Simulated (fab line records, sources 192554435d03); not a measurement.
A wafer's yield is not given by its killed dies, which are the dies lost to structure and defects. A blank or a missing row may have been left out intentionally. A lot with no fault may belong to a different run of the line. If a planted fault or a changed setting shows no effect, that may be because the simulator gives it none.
Chamber matching	flow n5Finfet	N5_BEOL_M0_SAQP_STRIP_86 on rieDiel-06: 4 sister chambers
The step strips in N2/H2. 18 wafers are shown with their chamber, then 9 later ones without.

== WAFERS WITH THEIR CHAMBER ==
wafer	chamber	drypumpMotorCurrentA (A)	showerheadPlenumPTorr (Torr)	oesProductAu (a.u.)
L075.1	2	5.7	3.24	0.77
L075.3	1	6.0	3.49	0.72
L075.6	2	5.7	3.24	0.79
L076.2	2	5.7	3.24	0.79
L076.3	1	6.0	3.49	0.71
L076.5	1	6.0	3.49	0.72
L080.1	1	6.1	3.48	0.71
L080.3	0	6.5	3.44	0.98
L080.4	2	5.7	3.24	0.78
L082.1	0	6.4	3.44	0.96
L082.4	1	6.1	3.48	0.71
L082.6	0	6.5	3.44	0.95
L085.2	0	6.5	3.43	0.93
L085.4	3	4.9	3.36	0.74
L085.6	3	4.9	3.36	0.74
L086.2	0	6.5	3.43	0.92
L086.4	2	5.7	3.23	0.77
L086.5	0	6.5	3.43	0.93

SIGNATURES (averages over the wafers above)
reading	chamber 0	chamber 1	chamber 2	chamber 3	scatter within a chamber
drypumpMotorCurrentA	6.483	6.040	5.700	4.900	0.0381
showerheadPlenumPTorr	3.4350	3.4860	3.2380	3.3600	0.005
oesProductAu	0.9450	0.7140	0.7800	0.7400	0.0148
Rule: a wafer lies at a distance from a chamber equal to the root of the sum of squares, over the readings, of (its reading less the chamber's mean, divided by the reading's scatter). If the next closest chamber is less than 2 further off than the closest, the wafer can't be placed; otherwise it belongs to the closest. How the scatter is found: for the shown wafers, subtract from each reading the mean of its chamber, square and add these, divide the total by (wafers less chambers), then take the root.

== WAFERS WITHOUT THEIR CHAMBER ==
wafer	drypumpMotorCurrentA (A)	showerheadPlenumPTorr (Torr)	oesProductAu (a.u.)
L088.1	6.5	3.43	0.93
L088.2	5.0	3.36	0.74
L088.5	5.7	3.23	0.77
L090.1	5.0	3.36	0.73
L090.4	5.7	3.23	0.76
L090.6	6.5	3.43	0.90
L093.2	6.5	3.43	0.91
L093.4	6.0	3.48	0.70
L093.6	4.9	3.36	0.73

== THE CHAMBER EACH PASSED THROUGH ==
wafer	from the rows above	in truth
L088.1	0	0
L088.2	3	3
L088.5	2	2
L090.1	3	3
L090.4	2	2
L090.6	0	0
L093.2	0	0
L093.4	1	1
L093.6	3	3
Placed correctly: 9 of 9. Number that these rows cannot place: 0. 0 placed wrongly.
